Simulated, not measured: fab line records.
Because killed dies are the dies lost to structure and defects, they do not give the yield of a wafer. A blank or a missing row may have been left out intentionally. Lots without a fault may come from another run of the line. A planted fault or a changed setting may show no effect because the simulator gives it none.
The tool behind it: which one? || flow n5_finfet || 8 lots with 23 wafers sampled at 8 steps, on a route of 1938 steps

## WHAT THE GAUGES SHOWED, per wafer
N5_FIN_SAQP_INSPECT_40: inspects for defects (brightfield). Usual: raw_defect_count at 213, with a standard deviation of 60.
{"lot": "L566", "measured": "day 2 15:18", "on": "defect_inspect-01", "raw_defect_count": "254 249", "flag": ""}
{"lot": "L568", "measured": "day 3 03:17", "on": "defect_inspect-01", "raw_defect_count": "267 204 302", "flag": ""}
{"lot": "L572", "measured": "day 4 04:28", "on": "defect_inspect-02", "raw_defect_count": "170 263 167", "flag": ""}
{"lot": "L573", "measured": "day 4 08:27", "on": "defect_inspect-01", "raw_defect_count": "163 128 148", "flag": ""}
{"lot": "L574", "measured": "day 4 14:34", "on": "defect_inspect-01", "raw_defect_count": "161 150 163", "flag": ""}
{"lot": "L581", "measured": "day 6 10:28", "on": "defect_inspect-01", "raw_defect_count": "194 550 158", "flag": ""}
{"lot": "L583", "measured": "day 6 21:39", "on": "defect_inspect-01", "raw_defect_count": "185 605 169", "flag": ""}
{"lot": "L586", "measured": "day 7 15:53", "on": "defect_inspect-02", "raw_defect_count": "223 367 258", "flag": ""}

N5_FIN_CUT_INSPECT_10: inspects for defects (brightfield). Usual: raw_defect_count at 39, with a standard deviation of 10.
{"lot": "L566", "measured": "day 2 15:49", "on": "defect_inspect-02", "raw_defect_count": "39 43", "flag": ""}
{"lot": "L568", "measured": "day 3 03:48", "on": "defect_inspect-02", "raw_defect_count": "56 28 58", "flag": ""}
{"lot": "L572", "measured": "day 4 04:51", "on": "defect_inspect-01", "raw_defect_count": "40 45 35", "flag": ""}
{"lot": "L573", "measured": "day 4 08:51", "on": "defect_inspect-02", "raw_defect_count": "24 23 32", "flag": ""}
{"lot": "L574", "measured": "day 4 14:58", "on": "defect_inspect-01", "raw_defect_count": "24 27 38", "flag": ""}
{"lot": "L581", "measured": "day 6 10:59", "on": "defect_inspect-02", "raw_defect_count": "38 375 26", "flag": "OFF"}
{"lot": "L583", "measured": "day 6 22:10", "on": "defect_inspect-01", "raw_defect_count": "40 426 34", "flag": "OFF"}
{"lot": "L586", "measured": "day 7 16:23", "on": "defect_inspect-02", "raw_defect_count": "42 51 34", "flag": ""}

N5_FIN_CUT_INSPECT_17: inspects for defects (brightfield). Usual: raw_defect_count at 215, with a standard deviation of 59.
{"lot": "L566", "measured": "day 2 17:09", "on": "defect_inspect-01", "raw_defect_count": "273 265", "flag": ""}
{"lot": "L568", "measured": "day 3 04:49", "on": "defect_inspect-01", "raw_defect_count": "268 216 284", "flag": ""}
{"lot": "L572", "measured": "day 4 06:00", "on": "defect_inspect-02", "raw_defect_count": "200 249 168", "flag": ""}
{"lot": "L573", "measured": "day 4 10:13", "on": "defect_inspect-02", "raw_defect_count": "158 111 140", "flag": ""}
{"lot": "L574", "measured": "day 4 16:19", "on": "defect_inspect-02", "raw_defect_count": "128 128 134", "flag": ""}
{"lot": "L581", "measured": "day 6 11:59", "on": "defect_inspect-02", "raw_defect_count": "162 528 135", "flag": ""}
{"lot": "L583", "measured": "day 6 23:07", "on": "defect_inspect-02", "raw_defect_count": "173 592 147", "flag": ""}
{"lot": "L586", "measured": "day 7 17:20", "on": "defect_inspect-02", "raw_defect_count": "229 368 268", "flag": ""}

N5_BEOL_M4_RC_MEAS_101. Usual: DIBL_N 37.5 mV/V, standard deviation 2.5; DIBL_P 38 mV/V, standard deviation 3.1; IOFF_N 0.19 nA/um, standard deviation 0.059; IOFF_P 0.24 nA/um, standard deviation 0.061; ION_N 679 uA/um, standard deviation 16; ION_P 465 uA/um, standard deviation 9.8; SS_N 72.0 mV/dec, standard deviation 0.8; SS_P 73.7 mV/dec, standard deviation 0.86; VT_N 248 mV, standard deviation 4.5; VT_P -249 mV, standard deviation 3.5.
{"lot": "L566", "measured": "day 8 11:52", "on": "prober-02", "DIBL_N (mV/V)": "37.4 35.7", "DIBL_P (mV/V)": "40 38", "IOFF_N (nA/um)": "0.18 0.14", "IOFF_P (nA/um)": "0.24 0.19", "ION_N (uA/um)": "675 666", "ION_P (uA/um)": "466 463", "SS_N (mV/dec)": "71.5 71.5", "SS_P (mV/dec)": "73.8 73.9", "VT_N (mV)": "248 254", "VT_P (mV)": "-248 -252", "flag": ""}
{"lot": "L568", "measured": "day 8 20:35", "on": "prober-02", "DIBL_N (mV/V)": "37.5 41.0 37.7", "DIBL_P (mV/V)": "38 43 38", "IOFF_N (nA/um)": "0.19 0.31 0.18", "IOFF_P (nA/um)": "0.24 0.37 0.25", "ION_N (uA/um)": "679 711 683", "ION_P (uA/um)": "463 480 469", "SS_N (mV/dec)": "71.3 72.8 72.1", "SS_P (mV/dec)": "73.4 75.0 73.4", "VT_N (mV)": "249 238 248", "VT_P (mV)": "-248 -242 -247", "flag": ""}
{"lot": "L572", "measured": "day 10 21:11", "on": "prober-01", "DIBL_N (mV/V)": "34.4 38.7 37.1", "DIBL_P (mV/V)": "35 39 37", "IOFF_N (nA/um)": "0.10 0.18 0.14", "IOFF_P (nA/um)": "0.16 0.24 0.20", "ION_N (uA/um)": "657 673 651", "ION_P (uA/um)": "453 467 452", "SS_N (mV/dec)": "70.8 71.8 71.5", "SS_P (mV/dec)": "73.2 74.1 73.1", "VT_N (mV)": "260 247 252", "VT_P (mV)": "-253 -249 -251", "flag": ""}
{"lot": "L573", "measured": "day 10 09:25", "on": "prober-01", "DIBL_N (mV/V)": "41.4 37.6 38.9", "DIBL_P (mV/V)": "40 35 38", "IOFF_N (nA/um)": "0.27 0.15 0.19", "IOFF_P (nA/um)": "0.33 0.21 0.28", "ION_N (uA/um)": "702 671 679", "ION_P (uA/um)": "477 458 468", "SS_N (mV/dec)": "72.5 71.6 72.4", "SS_P (mV/dec)": "74.7 73.5 73.4", "VT_N (mV)": "244 255 246", "VT_P (mV)": "-244 -247 -244", "flag": ""}
{"lot": "L574", "measured": "day 11 11:34", "on": "prober-01", "DIBL_N (mV/V)": "39.7 33.7 36.6", "DIBL_P (mV/V)": "42 34 38", "IOFF_N (nA/um)": "0.30 0.13 0.21", "IOFF_P (nA/um)": "0.37 0.19 0.29", "ION_N (uA/um)": "716 670 701", "ION_P (uA/um)": "484 461 486", "SS_N (mV/dec)": "72.8 72.0 71.9", "SS_P (mV/dec)": "74.3 72.9 74.4", "VT_N (mV)": "239 252 241", "VT_P (mV)": "-239 -251 -244", "flag": ""}
{"lot": "L581", "measured": "day 12 19:31", "on": "prober-01", "DIBL_N (mV/V)": "40.7 38.4 34.4", "DIBL_P (mV/V)": "41 37 34", "IOFF_N (nA/um)": "0.24 0.19 0.12", "IOFF_P (nA/um)": "0.26 0.20 0.16", "ION_N (uA/um)": "697 664 658", "ION_P (uA/um)": "471 453 449", "SS_N (mV/dec)": "72.1 72.4 71.9", "SS_P (mV/dec)": "74.2 73.8 72.4", "VT_N (mV)": "243 251 255", "VT_P (mV)": "-248 -255 -254", "flag": ""}
{"lot": "L583", "measured": "day 13 00:09", "on": "prober-02", "DIBL_N (mV/V)": "37.6 35.7 37.4", "DIBL_P (mV/V)": "37 34 36", "IOFF_N (nA/um)": "0.19 0.16 0.20", "IOFF_P (nA/um)": "0.24 0.21 0.24", "ION_N (uA/um)": "683 667 685", "ION_P (uA/um)": "463 462 466", "SS_N (mV/dec)": "72.1 71.5 72.0", "SS_P (mV/dec)": "73.9 73.3 73.8", "VT_N (mV)": "249 249 244", "VT_P (mV)": "-249 -250 -250", "flag": ""}
{"lot": "L586", "measured": "day 14 00:07", "on": "prober-02", "DIBL_N (mV/V)": "37.5 34.7 37.5", "DIBL_P (mV/V)": "39 35 40", "IOFF_N (nA/um)": "0.18 0.13 0.19", "IOFF_P (nA/um)": "0.22 0.17 0.26", "ION_N (uA/um)": "679 673 677", "ION_P (uA/um)": "466 459 463", "SS_N (mV/dec)": "72.5 71.5 72.1", "SS_P (mV/dec)": "73.7 73.4 74.5", "VT_N (mV)": "251 254 248", "VT_P (mV)": "-252 -252 -249", "flag": ""}

## WHICH TOOL RAN EACH LOT (tool, then ch and the chambers of the sampled wafers, then the start)
{"lot": "L566", "N5_FIN_SAQP_ETCH_69": "rie_diel-05 ch 0,2, day 2 13:17", "N5_FIN_SAQP_RECESS_71": "vapor_etch-01 ch 0, day 2 13:30", "N5_FIN_SAQP_HM_CD_35": "cd_sem-03, day 2 14:59", "N5_FIN_SAQP_FIN_ETCH_36": "rie_si-03 ch 1,2, day 2 15:03"}
{"lot": "L568", "N5_FIN_SAQP_ETCH_69": "rie_diel-05 ch 1,2, day 3 01:43", "N5_FIN_SAQP_RECESS_71": "vapor_etch-02 ch 0,1, day 3 01:53", "N5_FIN_SAQP_HM_CD_35": "cd_sem-03, day 3 02:58", "N5_FIN_SAQP_FIN_ETCH_36": "rie_si-03 ch 0,1,2, day 3 03:02"}
{"lot": "L572", "N5_FIN_SAQP_ETCH_69": "rie_diel-05 ch 1,2, day 4 03:00", "N5_FIN_SAQP_RECESS_71": "vapor_etch-02 ch 0,1, day 4 03:10", "N5_FIN_SAQP_HM_CD_35": "cd_sem-02, day 4 04:08", "N5_FIN_SAQP_FIN_ETCH_36": "rie_si-03 ch 2,3, day 4 04:12"}
{"lot": "L573", "N5_FIN_SAQP_ETCH_69": "rie_diel-05 ch 0,2,3, day 4 06:54", "N5_FIN_SAQP_RECESS_71": "vapor_etch-02 ch 0,1, day 4 07:04", "N5_FIN_SAQP_HM_CD_35": "cd_sem-02, day 4 08:08", "N5_FIN_SAQP_FIN_ETCH_36": "rie_si-06 ch 0,1,3, day 4 08:12"}
{"lot": "L574", "N5_FIN_SAQP_ETCH_69": "rie_diel-01 ch 1,2, day 4 13:02", "N5_FIN_SAQP_RECESS_71": "vapor_etch-02 ch 0,1, day 4 13:12", "N5_FIN_SAQP_HM_CD_35": "cd_sem-01, day 4 14:14", "N5_FIN_SAQP_FIN_ETCH_36": "rie_si-06 ch 0,3, day 4 14:18"}
{"lot": "L581", "N5_FIN_SAQP_ETCH_69": "rie_diel-05 ch 0,1, day 6 08:58", "N5_FIN_SAQP_RECESS_71": "vapor_etch-02 ch 0,1, day 6 09:07", "N5_FIN_SAQP_HM_CD_35": "cd_sem-01, day 6 10:08", "N5_FIN_SAQP_FIN_ETCH_36": "rie_si-05 ch 1,2,3, day 6 10:13"}
{"lot": "L583", "N5_FIN_SAQP_ETCH_69": "rie_diel-05 ch 0,3, day 6 20:14", "N5_FIN_SAQP_RECESS_71": "vapor_etch-01 ch 0,1, day 6 20:26", "N5_FIN_SAQP_HM_CD_35": "cd_sem-01, day 6 21:20", "N5_FIN_SAQP_FIN_ETCH_36": "rie_si-05 ch 0,1,2, day 6 21:24"}
{"lot": "L586", "N5_FIN_SAQP_ETCH_69": "rie_diel-01 ch 1,2,3, day 7 14:28", "N5_FIN_SAQP_RECESS_71": "vapor_etch-01 ch 0,1, day 7 14:38", "N5_FIN_SAQP_HM_CD_35": "cd_sem-02, day 7 15:34", "N5_FIN_SAQP_FIN_ETCH_36": "rie_si-06 ch 0,1,2, day 7 15:38"}
- N5_FIN_SAQP_ETCH_69: etches SOC in N2/H2, stops on SiNx, target depth 150 nm.
- N5_FIN_SAQP_RECESS_71: chemistry HF/NH3, target SiO2, target depth 3 nm, afs cycles 1, sublimation time 60 s.
- N5_FIN_SAQP_HM_CD_35: target cd 8 nm.
- N5_FIN_SAQP_FIN_ETCH_36: etches the open film in HBr/Cl2/O2, target depth 120 nm, time 50.4 s.

## WHAT THE TOOLS THEMSELVES READ (means of the sampled wafers that have a number; where no wafer has one, the mark that the record gives instead)
N5_FIN_SAQP_ETCH_69. Usual: chamber_pressure_mTorr 30.000 mTorr (standard deviation 0.028); drypump_motor_current_A 5.6 A (standard deviation 0.47); h2_flow_sccm 200.0 sccm (standard deviation 0.59); oes_product_au 0.75 a.u. (standard deviation 0.082); rf_vpp_V 240.6 V (standard deviation 1.4); showerhead_plenum_p_Torr 2.52 Torr (standard deviation 0.088); throttle_valve_pct 17.8 % (standard deviation 0.36).
{"lot": "L566", "tool": "rie_diel-05", "chamber_pressure_mTorr (mTorr)": 30.035, "drypump_motor_current_A (A)": 5.2, "h2_flow_sccm (sccm)": 199.9, "oes_product_au (a.u.)": 0.69, "rf_vpp_V (V)": 243.1, "showerhead_plenum_p_Torr (Torr)": 2.56, "throttle_valve_pct (%)": 17.8, "flag": ""}
{"lot": "L568", "tool": "rie_diel-05", "chamber_pressure_mTorr (mTorr)": 30.025, "drypump_motor_current_A (A)": 5.7, "h2_flow_sccm (sccm)": 199.3, "oes_product_au (a.u.)": 0.80, "rf_vpp_V (V)": 240.1, "showerhead_plenum_p_Torr (Torr)": 2.47, "throttle_valve_pct (%)": 17.7, "flag": ""}
{"lot": "L572", "tool": "rie_diel-05", "chamber_pressure_mTorr (mTorr)": 30.015, "drypump_motor_current_A (A)": 5.6, "h2_flow_sccm (sccm)": 199.5, "oes_product_au (a.u.)": 0.79, "rf_vpp_V (V)": 239.6, "showerhead_plenum_p_Torr (Torr)": 2.47, "throttle_valve_pct (%)": 17.7, "flag": ""}
{"lot": "L573", "tool": "rie_diel-05", "chamber_pressure_mTorr (mTorr)": 29.999, "drypump_motor_current_A (A)": 5.6, "h2_flow_sccm (sccm)": 200.5, "oes_product_au (a.u.)": 0.79, "rf_vpp_V (V)": 241.0, "showerhead_plenum_p_Torr (Torr)": 2.53, "throttle_valve_pct (%)": 17.6, "flag": ""}
{"lot": "L574", "tool": "rie_diel-01", "chamber_pressure_mTorr (mTorr)": 29.998, "drypump_motor_current_A (A)": 5.6, "h2_flow_sccm (sccm)": 200.6, "oes_product_au (a.u.)": 0.71, "rf_vpp_V (V)": 239.5, "showerhead_plenum_p_Torr (Torr)": 2.48, "throttle_valve_pct (%)": 18.2, "flag": ""}
{"lot": "L581", "tool": "rie_diel-05", "chamber_pressure_mTorr (mTorr)": 29.994, "drypump_motor_current_A (A)": 5.3, "h2_flow_sccm (sccm)": 200.0, "oes_product_au (a.u.)": 0.83, "rf_vpp_V (V)": 239.7, "showerhead_plenum_p_Torr (Torr)": 2.50, "throttle_valve_pct (%)": 17.7, "flag": ""}
{"lot": "L583", "tool": "rie_diel-05", "chamber_pressure_mTorr (mTorr)": 29.996, "drypump_motor_current_A (A)": 5.8, "h2_flow_sccm (sccm)": 200.1, "oes_product_au (a.u.)": 0.93, "rf_vpp_V (V)": 240.8, "showerhead_plenum_p_Torr (Torr)": 2.51, "throttle_valve_pct (%)": 17.1, "flag": ""}
{"lot": "L586", "tool": "rie_diel-01", "chamber_pressure_mTorr (mTorr)": 29.999, "drypump_motor_current_A (A)": 5.5, "h2_flow_sccm (sccm)": 199.9, "oes_product_au (a.u.)": 0.71, "rf_vpp_V (V)": 240.8, "showerhead_plenum_p_Torr (Torr)": 2.53, "throttle_valve_pct (%)": 18.0, "flag": ""}

N5_FIN_SAQP_RECESS_71. Usual: drypump_motor_current_A at 5.4 A, with a standard deviation of 0.48.
{"lot": "L566", "tool": "vapor_etch-01", "drypump_motor_current_A (A)": 6.3, "flag": ""}
{"lot": "L568", "tool": "vapor_etch-02", "drypump_motor_current_A (A)": 5.1, "flag": ""}
{"lot": "L572", "tool": "vapor_etch-02", "drypump_motor_current_A (A)": 5.2, "flag": ""}
{"lot": "L573", "tool": "vapor_etch-02", "drypump_motor_current_A (A)": 5.3, "flag": ""}
{"lot": "L574", "tool": "vapor_etch-02", "drypump_motor_current_A (A)": 5.3, "flag": ""}
{"lot": "L581", "tool": "vapor_etch-02", "drypump_motor_current_A (A)": 5.3, "flag": ""}
{"lot": "L583", "tool": "vapor_etch-01", "drypump_motor_current_A (A)": 5.9, "flag": ""}
{"lot": "L586", "tool": "vapor_etch-01", "drypump_motor_current_A (A)": 5.9, "flag": ""}

N5_FIN_SAQP_HM_CD_35. Usual: cd_nm at 8.12 nm, with a standard deviation of 0.28.
{"lot": "L566", "tool": "cd_sem-03", "cd_nm (nm)": 8.53, "flag": ""}
{"lot": "L568", "tool": "cd_sem-03", "cd_nm (nm)": 8.09, "flag": ""}
{"lot": "L572", "tool": "cd_sem-02", "cd_nm (nm)": 7.85, "flag": ""}
{"lot": "L573", "tool": "cd_sem-02", "cd_nm (nm)": 8.11, "flag": ""}
{"lot": "L574", "tool": "cd_sem-01", "cd_nm (nm)": 8.12, "flag": ""}
{"lot": "L581", "tool": "cd_sem-01", "cd_nm (nm)": 8.22, "flag": ""}
{"lot": "L583", "tool": "cd_sem-01", "cd_nm (nm)": 8.36, "flag": ""}
{"lot": "L586", "tool": "cd_sem-02", "cd_nm (nm)": 7.88, "flag": ""}

N5_FIN_SAQP_FIN_ETCH_36. Usual: HBr_flow_sccm 149.9 sccm, standard deviation 0.47; chamber_pressure_mTorr 10.000 mTorr, standard deviation 0.0099; drypump_motor_current_A 5.5 A, standard deviation 0.41; oes_product_au 1.007 a.u., standard deviation 0.019; throttle_valve_pct 36.1 %, standard deviation 0.44.
{"lot": "L566", "tool": "rie_si-03", "HBr_flow_sccm (sccm)": 150.2, "chamber_pressure_mTorr (mTorr)": 9.994, "drypump_motor_current_A (A)": 5.5, "oes_product_au (a.u.)": 1.014, "throttle_valve_pct (%)": 35.8, "flag": ""}
{"lot": "L568", "tool": "rie_si-03", "HBr_flow_sccm (sccm)": 150.4, "chamber_pressure_mTorr (mTorr)": 9.992, "drypump_motor_current_A (A)": 5.5, "oes_product_au (a.u.)": 0.998, "throttle_valve_pct (%)": 35.8, "flag": ""}
{"lot": "L572", "tool": "rie_si-03", "HBr_flow_sccm (sccm)": 150.4, "chamber_pressure_mTorr (mTorr)": 9.995, "drypump_motor_current_A (A)": 5.2, "oes_product_au (a.u.)": 1.022, "throttle_valve_pct (%)": 36.3, "flag": ""}
{"lot": "L573", "tool": "rie_si-06", "HBr_flow_sccm (sccm)": 150.3, "chamber_pressure_mTorr (mTorr)": 9.998, "drypump_motor_current_A (A)": 5.5, "oes_product_au (a.u.)": 1.009, "throttle_valve_pct (%)": 36.3, "flag": ""}
{"lot": "L574", "tool": "rie_si-06", "HBr_flow_sccm (sccm)": 150.2, "chamber_pressure_mTorr (mTorr)": 10.007, "drypump_motor_current_A (A)": 5.5, "oes_product_au (a.u.)": 1.012, "throttle_valve_pct (%)": 36.2, "flag": ""}
{"lot": "L581", "tool": "rie_si-05", "HBr_flow_sccm (sccm)": 149.7, "chamber_pressure_mTorr (mTorr)": 9.995, "drypump_motor_current_A (A)": 5.6, "oes_product_au (a.u.)": 1.011, "throttle_valve_pct (%)": 35.8, "flag": ""}
{"lot": "L583", "tool": "rie_si-05", "HBr_flow_sccm (sccm)": 149.9, "chamber_pressure_mTorr (mTorr)": 10.003, "drypump_motor_current_A (A)": 5.9, "oes_product_au (a.u.)": 1.004, "throttle_valve_pct (%)": 36.3, "flag": ""}
{"lot": "L586", "tool": "rie_si-06", "HBr_flow_sccm (sccm)": 149.6, "chamber_pressure_mTorr (mTorr)": 9.997, "drypump_motor_current_A (A)": 5.9, "oes_product_au (a.u.)": 0.992, "throttle_valve_pct (%)": 36.3, "flag": ""}

## THE ANSWER, worked out from the rows above alone
Rule: lot off if the mean of its wafers having a number is beyond 3 standard deviations from the usual mean. Also off: a lot with no number at a reading for which 4 or more lots have one. Where the step has rows for the other lots, those lots are counted as sound. The gauges are gone through in route order, then the tools' own readings, and for those a lot's mean is taken as printed above. At the first step where some lot is off, the reading lying furthest off is the one used; lots without a number count as furthest.
Off: L581, L583, at N5_FIN_CUT_INSPECT_10 (raw_defect_count).
If a tool, at a process step before that reading, ran all the lots that are off and no sound lot after the first of them, it fits. Those tools and the gauges at N5_FIN_CUT_INSPECT_10 are tried in the same way. Can't be told from this: 3 tools fit, rie_diel-05 at N5_FIN_SAQP_ETCH_69, cd_sem-01 at N5_FIN_SAQP_HM_CD_35, rie_si-05 at N5_FIN_SAQP_FIN_ETCH_36.

## WHAT WAS PUT IN BY THE SIMULATOR
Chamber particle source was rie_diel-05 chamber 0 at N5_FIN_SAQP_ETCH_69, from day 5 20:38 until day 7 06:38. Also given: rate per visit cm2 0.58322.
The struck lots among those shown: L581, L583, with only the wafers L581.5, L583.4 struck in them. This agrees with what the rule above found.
